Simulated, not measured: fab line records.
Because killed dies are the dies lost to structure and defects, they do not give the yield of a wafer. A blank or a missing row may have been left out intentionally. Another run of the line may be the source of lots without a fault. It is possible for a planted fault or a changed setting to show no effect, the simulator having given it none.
fab line records	flow n5Finfet
record lots=6	wafers=18	lastDay=18
route steps=1938 shown BEOL_M2@846 BEOL_M4@1111 PASSIVATION@1936
lots that met no fault: taken from a fault-free run of the same line
startH: start of the lot's first displayed wafer, in hours after the record's first day	waitH: hours from the lot's prior step to this one	" identical to the entry in the row above	L1.1+2: a single row standing in for several wafers	- no value present, or no start provided	* or withheld: withheld	< > ~ a bound
route shown NAME@n: a module of which the file shows steps, and the number in the route of the first	usual: mean/standard deviation taken from wafers without a fault	same: alike in all rows	chamber/n: place in a boat	sites: the reading at each site	_std_site: the standard deviation of these	_edge_site: inner sites' mean taken away from outer sites' mean	radiusMm: for every site, how far away it sits from the centre of the wafer	mask NAME#n: copy n	behind: the tool/chamber that last shaped the wafer	hold: the reason the lot was held/the length of the hold in hours/how it ended	device: whichever transistor did not switch (one of n, p or np)	end of line: at the end of the route, the tests of the same wafers	where a step has no rows: the recipe by itself	killed: at the first sort, the dies lost to defects and structure; wafer yield is something else	map: the dies of a wafer, with x for killed, . for not killed, _ for no die there
set.NAME: the setting that was run; set.NAME@STEP: the one run at that earlier step	model.NAME: the simulator's own value behind a step, which no gauge read
lots at selected steps of the route; one table per step, one row per wafer
services: from which hour (startH, from the record's first day; less than 0 if before it) a tool's chamber was out of use, for how many hours, and why
## steps
# step N5_BEOL_M2_COAT_62
# recipe resist=SiARC	tempC=220	timeS=60	spinRpm=1500	resistThkNm=12
# step N5_BEOL_M2_COAT_73
# recipe resist=underlayer	tempC=205	timeS=60	spinRpm=1500	resistThkNm=5
# step N5_BEOL_M2_COAT_05
# recipe resist=CAR-EUV	spinRpm=1500	resistThkNm=30
# step N5_BEOL_M2_EBR_07
# recipe solvent=PGMEA	ebrWidthMm=1.5
# step N5_BEOL_M2_SOFTBAKE_06
# recipe tempC=110	timeS=60	resist=CAR-EUV
# step N5_BEOL_M2_EXPOSE_08
# recipe maskId=M2	na=0.33	sourceShape=dipole	sigmaInner=0.369	sigmaOuter=0.767	polarization=unpolarized	doseMj=41.25
# step N5_BEOL_M2_PEB_09
# recipe pebTempC=100	pebTimeS=60	resist=CAR-EUV
# step N5_BEOL_M2_DEVELOP_10
# recipe developTimeS=30	developer=TMAH	resist=CAR-EUV	rinseLiquid=surfactantRinse	dry=airSpin	devTempC=23
# step N5_BEOL_M2_CD_MEAS_11
# recipe targetCdNm=16.79	landingEnergyEv=500	detector=seInlens	polarity=opening
# usual cdNm=16.75/0.25
lot.wafer	tool	chamber	startH	waitH	cdNm
L969.1	cdSem-02	0	162.25	-	17.05
L969.3	"	0	"	"	16.21
L969.6	"	0	"	"	16.57
L977.3	cdSem-03	0	218.77	-	16.92
L977.4	"	0	"	"	16.74
L977.6	"	0	"	"	16.60
L979.1	cdSem-03	0	225.31	-	17.11
L979.4	"	0	"	"	16.41
L979.6	"	0	"	"	16.49
L982.1	cdSem-03	0	234.51	-	16.69
L982.3	"	0	"	"	16.86
L982.5	"	0	"	"	16.69
L986.2	cdSem-01	0	259.87	-	16.87
L986.3	"	0	"	"	16.89
L986.4	"	0	"	"	16.74
L988.2	cdSem-02	0	274.43	-	16.82
L988.3	"	0	"	"	16.78
L988.6	"	0	"	"	16.79
# step N5_BEOL_M2_OVL_MEAS_12
# recipe pointsPerWafer=522
# usual M2_OVL=-0.3/0.61
# same pointsPerWafer=522
lot.wafer	tool	chamber	startH	waitH	M2_OVL[nm]
L969.1	overlay-01	0	162.28	0.0	1.1
L969.3	"	0	"	"	0.0
L969.6	"	0	"	"	-0.6
L977.3	overlay-02	0	218.81	0.0	-0.8
L977.4	"	0	"	"	-0.7
L977.6	"	0	"	"	-1.7
L979.1	overlay-02	0	225.34	0.0	-0.5
L979.4	"	0	"	"	-0.6
L979.6	"	0	"	"	-0.7
L982.1	overlay-02	0	234.54	0.0	-0.9
L982.3	"	0	"	"	-0.5
L982.5	"	0	"	"	-0.3
L986.2	overlay-01	0	259.90	0.0	0.2
L986.3	"	0	"	"	0.9
L986.4	"	0	"	"	0.5
L988.2	overlay-01	0	274.47	0.0	-0.8
L988.3	"	0	"	"	-1.0
L988.6	"	0	"	"	-0.7
# step N5_BEOL_M2_INSPECT_13
# recipe mode=adi	inspectInstrument=brightfield
# usual rawDefectCount=413/100
lot.wafer	tool	chamber	startH	waitH	rawDefectCount
L969.1	defectInspect-02	-	162.33	0.1	424
L969.3	"	-	"	"	598
L969.6	"	-	"	"	395
L977.3	defectInspect-02	-	218.86	0.0	362
L977.4	"	-	"	"	360
L977.6	"	-	"	"	340
L979.1	defectInspect-01	-	225.40	0.1	314
L979.4	"	-	"	"	377
L979.6	"	-	"	"	288
L982.1	defectInspect-02	-	234.61	0.1	391
L982.3	"	-	"	"	527
L982.5	"	-	"	"	374
L986.2	defectInspect-02	-	259.95	0.0	484
L986.3	"	-	"	"	418
L986.4	"	-	"	"	631
L988.2	defectInspect-02	-	274.52	0.0	446
L988.3	"	-	"	"	377
L988.6	"	-	"	"	434
# step N5_BEOL_M2_DESCUM_16
# recipe chemistry=O2	timeS=7	sourcePowerW=50	biasPowerW=20	pressureMtorr=20	rfFrequencyHz=2.712e+07	tempC=40	resist=CAR-EUV	o2FlowSccm=225
# usual drypumpMotorCurrentA=5.7/0.31	oesProductAu=0.82/0.088	rfVppV=243.1/1.4	showerheadPlenumPTorr=2.09/0.076	throttleValvePct=20.44/0.19
lot.wafer	tool	chamber	startH	waitH	drypumpMotorCurrentA	oesProductAu	rfHoursCounterH	rfVppV	showerheadPlenumPTorr	throttleValvePct
L969.1	rieDiel-05	3	162.56	0.2	5.3	0.96	6	241.6	2.03	20.51
L969.3	"	2	"	"	5.8	0.93	17	242.9	2.04	20.62
L969.6	"	2	"	"	5.9	0.93	-	242.6	2.04	20.63
L977.3	rieDiel-03	2	218.89	0.0	5.7	0.74	182	239.9	2.00	20.38
L977.4	"	3	"	"	5.6	0.81	79	243.0	2.11	20.32
L977.6	"	2	"	"	5.7	0.74	-	241.5	2.00	20.40
L979.1	rieDiel-03	1	225.44	0.0	5.4	0.70	232	241.2	1.97	20.59
L979.4	"	3	"	"	5.6	0.82	82	242.7	2.11	20.31
L979.6	"	0	"	"	5.5	0.69	-	243.7	2.16	20.85
L982.1	rieDiel-03	0	234.64	0.0	5.5	0.69	215	244.8	2.15	20.85
L982.3	"	2	"	"	5.7	0.73	187	240.0	1.99	20.40
L982.5	"	1	"	"	5.4	0.70	-	241.2	1.97	20.61
L986.2	rieDiel-05	3	259.99	0.0	5.3	0.89	34	242.7	2.02	20.57
L986.3	"	1	"	"	5.8	0.85	70	244.5	2.14	20.29
L986.4	"	2	"	"	5.8	0.89	43	242.8	2.03	20.67
L988.2	rieDiel-01	3	274.56	0.0	5.1	0.87	34	244.5	2.22	20.19
L988.3	"	2	"	"	6.2	0.90	51	243.0	2.11	20.31
L988.6	"	2	"	"	6.2	0.89	-	242.1	2.11	20.30
# step N5_BEOL_M2_ETCH_74
# recipe chemistry=N2/H2	target=underlayer	targetDepthA=65	maskMaterial=CAR-EUV	timeS=5.2	ionEnergyEv=200	pressureMtorr=30	sourceW=840	biasW=150	n2FlowSccm=200	h2FlowSccm=200	ends=cleared
# usual drypumpMotorCurrentA=5.7/0.31	etchRfOnTimeS=5.04/0.16	oesProductAu=0.70/0.078	rfFwdPowerW=818.9/2.4	rfVppV=524.1/2.5	showerheadPlenumPTorr=2.54/0.082	throttleValvePct=17.88/0.28
lot.wafer	tool	chamber	startH	waitH	drypumpMotorCurrentA	etchRfOnTimeS	oesProductAu	rfFwdPowerW	rfHoursCounterH	rfVppV	showerheadPlenumPTorr	throttleValvePct
L969.1	rieDiel-05	3	162.60	0.0	5.3	4.86	0.82	818.5	6	522.5	2.48	17.99
L969.3	"	2	"	"	5.8	5.01	0.81	817.2	17	522.6	2.51	18.32
L969.6	"	2	"	"	5.9	4.93	0.82	819.6	-	524.3	2.51	18.30
L977.3	rieDiel-03	2	218.93	0.0	5.7	5.10	0.63	817.0	182	516.8	2.43	17.96
L977.4	"	3	"	"	5.6	4.84	0.72	819.5	79	524.0	2.57	17.74
L977.6	"	2	"	"	5.7	5.11	0.63	820.0	-	521.9	2.43	17.99
L979.1	rieDiel-03	1	225.47	0.0	5.4	5.01	0.61	819.9	232	523.1	2.37	17.90
L979.4	"	3	"	"	5.6	4.78	0.73	817.3	82	524.6	2.57	17.71
L979.6	"	0	"	"	5.5	6.29	0.53	618.2	-	575.9	2.61	18.24
L982.1	rieDiel-03	0	234.68	0.0	5.5	6.34	0.54	615.0	215	575.2	2.61	18.23
L982.3	"	2	"	"	5.8	5.17	0.62	820.7	187	520.6	2.43	17.98
L982.5	"	1	"	"	5.4	5.00	0.60	818.6	-	517.8	2.37	17.92
L986.2	rieDiel-05	3	260.02	0.0	5.3	4.92	0.77	818.5	34	523.0	2.47	18.03
L986.3	"	1	"	"	5.9	5.21	0.71	822.4	70	525.6	2.56	17.41
L986.4	"	2	"	"	5.9	4.83	0.77	823.1	43	521.3	2.50	18.34
L988.2	rieDiel-01	3	274.60	0.0	5.1	5.12	0.75	822.6	34	528.2	2.69	17.60
L988.3	"	2	"	"	6.2	4.95	0.77	814.3	51	527.2	2.57	17.77
L988.6	"	2	"	"	6.2	4.98	0.76	816.2	-	526.4	2.57	17.76
# step N5_BEOL_M2_ETCH_63
# recipe chemistry=CF4	target=SiARC	targetDepthA=156	maskMaterial=CAR-EUV	timeS=26	ionEnergyEv=80	pressureMtorr=40	sourceW=545	biasW=36	Ar_flow_sccm=100	cf4FlowSccm=100	ends=cleared
# usual drypumpMotorCurrentA=5.7/0.31	etchRfOnTimeS=25.1/0.72	oesProductAu=0.71/0.079	rfFwdPowerW=531.5/1.5	rfVppV=184.1/1.1	showerheadPlenumPTorr=2.14/0.065	throttleValvePct=15.67/0.21
lot.wafer	tool	chamber	startH	waitH	drypumpMotorCurrentA	etchRfOnTimeS	oesProductAu	rfFwdPowerW	rfHoursCounterH	rfVppV	showerheadPlenumPTorr	throttleValvePct
L969.1	rieDiel-05	3	162.61	0.0	5.3	24.1	0.84	527.4	6	184.2	2.10	15.74
L969.3	"	2	"	"	5.8	24.4	0.82	529.9	17	183.2	2.11	15.85
L969.6	"	2	"	"	5.9	24.3	0.82	533.1	-	184.9	2.11	15.84
L977.3	rieDiel-03	2	218.95	0.0	5.7	25.7	0.63	533.0	182	183.2	2.06	15.66
L977.4	"	3	"	"	5.6	24.3	0.72	530.1	79	184.4	2.17	15.53
L977.6	"	2	"	"	5.7	25.6	0.63	532.7	-	182.4	2.06	15.68
L979.1	rieDiel-03	1	225.49	0.0	5.4	25.2	0.61	531.0	232	183.2	2.04	15.95
L979.4	"	3	"	"	5.6	24.5	0.71	533.7	82	185.1	2.17	15.51
L979.6	"	0	"	"	5.6	25.3	0.60	530.8	-	184.7	2.20	16.06
L982.1	rieDiel-03	0	234.69	0.0	5.5	24.9	0.61	532.3	215	184.2	2.19	16.06
L982.3	"	2	"	"	5.7	25.7	0.63	530.2	187	182.5	2.06	15.67
L982.5	"	1	"	"	5.4	25.2	0.60	530.3	-	181.6	2.04	15.94
L986.2	rieDiel-05	3	260.04	0.0	5.3	24.2	0.78	531.8	34	183.1	2.09	15.80
L986.3	"	1	"	"	5.8	26.0	0.71	531.3	70	183.4	2.20	15.45
L986.4	"	2	"	"	5.9	24.5	0.76	530.2	43	181.8	2.11	15.90
L988.2	rieDiel-01	3	274.61	0.0	5.1	25.5	0.76	531.8	34	187.2	2.26	15.34
L988.3	"	2	"	"	6.2	24.7	0.78	532.8	51	185.6	2.19	15.61
L988.6	"	2	"	"	6.2	24.8	0.77	533.9	-	185.0	2.18	15.59
# step N5_BEOL_M4_RC_MEAS_101
# usual DIBL_N=35.4/2.1	DIBL_P=34.8/2.6	IOFF_N=0.15/0.037	IOFF_P=0.19/0.037	ION_N=677/16	ION_P=462/9.3	SS_N=71.4/0.75	SS_P=72.9/0.77	VT_N=250/3.7	VT_P=-251/3.5
lot.wafer	tool	chamber	startH	waitH	DIBL_N[mV/V]	DIBL_P[mV/V]	IOFF_N[nA/um]	IOFF_P[nA/um]	ION_N[uA/um]	ION_P[uA/um]	SS_N[mV/dec]	SS_P[mV/dec]	VT_N[mV]	VT_P[mV]
L969.1	prober-02	0	200.79	0.0	36.0	33.9	0.17	0.18	674	453	72.1	73.6	247	-253
L969.3	"	0	"	"	33.0	32.1	0.12	0.16	663	454	71.1	72.6	253	-252
L969.6	"	0	"	"	34.7	34.8	0.16	0.20	696	471	71.1	73.2	246	-249
L979.1	prober-01	0	255.37	0.0	35.3	35.5	0.14	0.21	649	447	71.5	73.5	253	-249
L979.4	"	0	"	"	28.8	26.1	0.07	0.10	635	444	69.5	70.5	261	-259
L979.6	"	0	"	"	32.4	31.9	0.10	0.16	647	452	69.9	72.3	255	-253
L977.3	prober-02	0	258.64	0.3	32.9	32.4	0.14	0.18	687	467	70.5	72.3	247	-249
L977.4	"	0	"	"	33.6	32.4	0.14	0.18	691	469	71.7	72.3	247	-252
L977.6	"	0	"	"	37.6	36.2	0.22	0.23	688	464	72.7	73.0	245	-248
L982.1	prober-01	0	269.81	0.0	33.0	32.2	0.12	0.15	667	451	71.0	72.1	253	-254
L982.3	"	0	"	"	36.1	35.6	0.17	0.19	693	462	71.9	72.9	252	-252
L982.5	"	0	"	"	34.8	35.3	0.15	0.19	678	465	70.8	73.2	252	-252
L986.2	prober-01	0	303.96	0.4	34.6	33.3	0.14	0.18	689	466	70.8	73.1	249	-250
L986.3	"	0	"	"	34.0	33.2	0.13	0.18	675	467	71.4	72.7	251	-249
L986.4	"	0	"	"	36.0	35.2	0.17	0.20	711	477	71.4	73.9	246	-252
L988.2	prober-02	0	326.19	0.2	36.8	37.0	0.18	0.19	703	462	72.1	73.5	248	-252
L988.3	"	0	"	"	34.6	36.3	0.15	0.20	689	468	71.3	72.6	247	-252
L988.6	"	0	"	"	33.5	32.9	0.12	0.15	680	463	71.7	72.2	251	-256
# step N5_PASSIVATION_PROBE_49
# usual defectLimitedYield=90.5/1.7	killed_at_M0_to_M3=37/12	killed_at_M4_up=14/5.2	killedAtContacts=12/5.9	killedAtFrontEnd=45/14	killedAtOther=3.5/2.8	killedDies=112/21	killedOpen=73/15	killedShort=36/8.9	sort_bin_5_function=5.6/1.2	sort_bin_6_memory=3.5/0.68	sort_bin_8_speed=0.01/0.1	sortNPass=1068/21	sortYieldPct=90.5/1.8
# same grossDies=1180	killedAtBackSide=0	sort_bin_4_leakage[%]=0
lot.wafer	tool	chamber	startH	waitH	defectLimitedYield[%]	killed_at_M0_to_M3	killed_at_M4_up	killedAtContacts	killedAtFrontEnd	killedAtOther	killedDies	killedOpen	killedShort	sort_bin_5_function[%]	sort_bin_6_memory[%]	sort_bin_8_speed[%]	sortNPass	sortYieldPct[%]
L969.1	prober-01	-	322.12	0.0	91.1	22	8	10	58	7	105	53	41	5.8	3.1	0	1075	91.1
L969.3	prober-01	-	322.22	0.1	93.3	23	7	15	32	2	79	51	28	3.7	2.9	0	1101	93.3
L969.6	prober-01	-	322.37	0.3	91.5	27	23	6	41	3	100	64	28	4.8	2.8	0	1080	91.5
L979.1	prober-02	-	367.71	0.0	87.9	48	18	6	68	3	143	94	48	6.9	4.8	0	1037	87.9
L979.4	prober-02	-	367.86	0.2	89.0	51	8	7	63	1	130	80	48	5.9	4.7	1.19	1036	87.8
L979.6	prober-02	-	367.96	0.3	90.2	38	10	5	61	2	116	73	43	6.0	3.5	0	1064	90.2
L982.1	prober-01	-	379.61	0.4	90.7	31	11	18	47	3	110	73	36	4.2	4.7	0	1070	90.7
L982.3	prober-01	-	379.71	0.5	91.2	39	16	21	27	1	104	58	45	5.6	2.6	0	1076	91.2
L982.5	prober-01	-	379.81	0.6	92.3	17	16	20	38	0	91	58	32	5.0	2.5	0	1089	92.3
# killed by level:class
L969.1 FIN_SAQP:geometricParticle:short=13 FIN_SAQP:geometricParticle:open=12 MOL_CONTACT_COAG:geometricParticle:open=8 FIN_CUT:areaEtch=8 BEOL_M0_SAQP:geometricParticle:short=5 BEOL_M0_SAQP:geometricParticle:open=5 BEOL_M3:geometricParticle:short=5 BEOL_M4:geometricParticle:open=5
L969.3 MOL_CONTACT_COAG:geometricParticle:open=11 STI_FIN_REVEAL:geometricParticle:open=7 FIN_SAQP:geometricParticle:open=5 FIN_SAQP:geometricParticle:short=5 BEOL_M0_SAQP:geometricParticle:short=5 BEOL_M0_SAQP:geometricParticle:open=5 BEOL_M2:geometricParticle:open=5 MOL_CONTACT_COAG:geometricParticle:short=4
L969.6 BEOL_M4:geometricParticle:open=11 BEOL_M2:geometricParticle:open=9 FIN_SAQP:geometricParticle:short=7 FIN_SAQP:geometricParticle:open=7 BEOL_M0_SAQP:geometricParticle:open=6 BEOL_M1:geometricParticle:open=6 STI_FIN_REVEAL:geometricParticle:open=5 MOL_CONTACT_COAG:geometricParticle:open=5
L979.1 STI_FIN_REVEAL:geometricParticle:open=24 BEOL_M0_SAQP:geometricParticle:short=15 FIN_SAQP:geometricParticle:open=14 BEOL_M1:geometricParticle:open=13 GATE_CUT:geometricParticle:short=7 BEOL_M0_SAQP:geometricParticle:open=7 BEOL_M4:geometricParticle:open=7 DUMMY_GATE:geometricParticle:open=6
L979.4 STI_FIN_REVEAL:geometricParticle:open=19 FIN_SAQP:geometricParticle:open=13 BEOL_M0_SAQP:geometricParticle:short=13 BEOL_M2:geometricParticle:open=12 BEOL_M0_SAQP:geometricParticle:open=10 GATE_CUT:geometricParticle:short=7 FIN_SAQP:geometricParticle:short=6 BEOL_M1:geometricParticle:short=5
L979.6 STI_FIN_REVEAL:geometricParticle:open=17 FIN_SAQP:geometricParticle:short=11 FIN_SAQP:geometricParticle:open=9 BEOL_M3:geometricParticle:open=9 BEOL_M0_SAQP:geometricParticle:open=8 GATE_CUT:geometricParticle:short=7 GATE_CUT:geometricParticle:open=6 BEOL_M0_SAQP:geometricParticle:short=6
L982.1 MOL_CONTACT_COAG:geometricParticle:open=15 FIN_SAQP:geometricParticle:open=13 BEOL_M0_SAQP:geometricParticle:open=12 FIN_SAQP:geometricParticle:short=10 STARTING-WAFER:geometricParticle:short=6 BEOL_M1:geometricParticle:open=5 BEOL_M0_SAQP:geometricParticle:short=4 BEOL_M3:geometricParticle:open=3
L982.3 BEOL_M0_SAQP:geometricParticle:short=14 BEOL_M0_SAQP:geometricParticle:open=13 MOL_CONTACT_COAG:geometricParticle:open=12 MOL_CONTACT_COAG:geometricParticle:short=8 FIN_SAQP:geometricParticle:short=7 BEOL_M4:geometricParticle:open=6 STI_FIN_REVEAL:geometricParticle:open=4 BEOL_M1:geometricParticle:short=4
L982.5 MOL_CONTACT_COAG:geometricParticle:open=13 FIN_SAQP:geometricParticle:open=12 FIN_SAQP:geometricParticle:short=9 MOL_CONTACT_COAG:geometricParticle:short=7 BEOL_M0_SAQP:geometricParticle:open=6 BEOL_M0_SAQP:geometricParticle:short=6 BEOL_M8:geometricParticle:open=5 BEOL_M4:geometricParticle:open=5
## services
tool	chamber	startH	hours	kind
rieDiel-01	-	141.22	1.0	repair
rieDiel-05	-	143.37	14.6	pm
rieDiel-03	3	149.91	2.5	repair
rieDiel-01	3	153.44	-	clean
rieDiel-01	3	153.44	-	consumableReplace:focusRing
rieDiel-01	3	153.44	-	consumableReplace:showerhead
rieDiel-01	3	153.44	27.5	scheduledDown
rieDiel-01	3	153.44	27.5	ventCycle
rieDiel-05	-	180.40	15.6	pm
rieDiel-03	-	253.52	0.4	repair
rieDiel-05	0	265.47	8.7	repair
## key
firstSign step=N5_BEOL_M2_ETCH_74	reading=rfFwdPowerW	direction=down	sigmas=86	usual=*	struck=*
effect step=N5_BEOL_M2_ETCH_74	reading=rfVppV	direction=up	sigmas=21	usual=524.1	struck=575.6
metAt N5_BEOL_M2_ETCH_74
struckWafers L979.6,L982.1
fault kind=processParameterDrift	tool=rieDiel-03	chamber=0	onsetH=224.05	steps=N5_BEOL_M2_ETCH_74	channel=sourceW	offset=-201.6	shape=step	endH=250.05	actsIn=theseRecipesOnly	stated=840
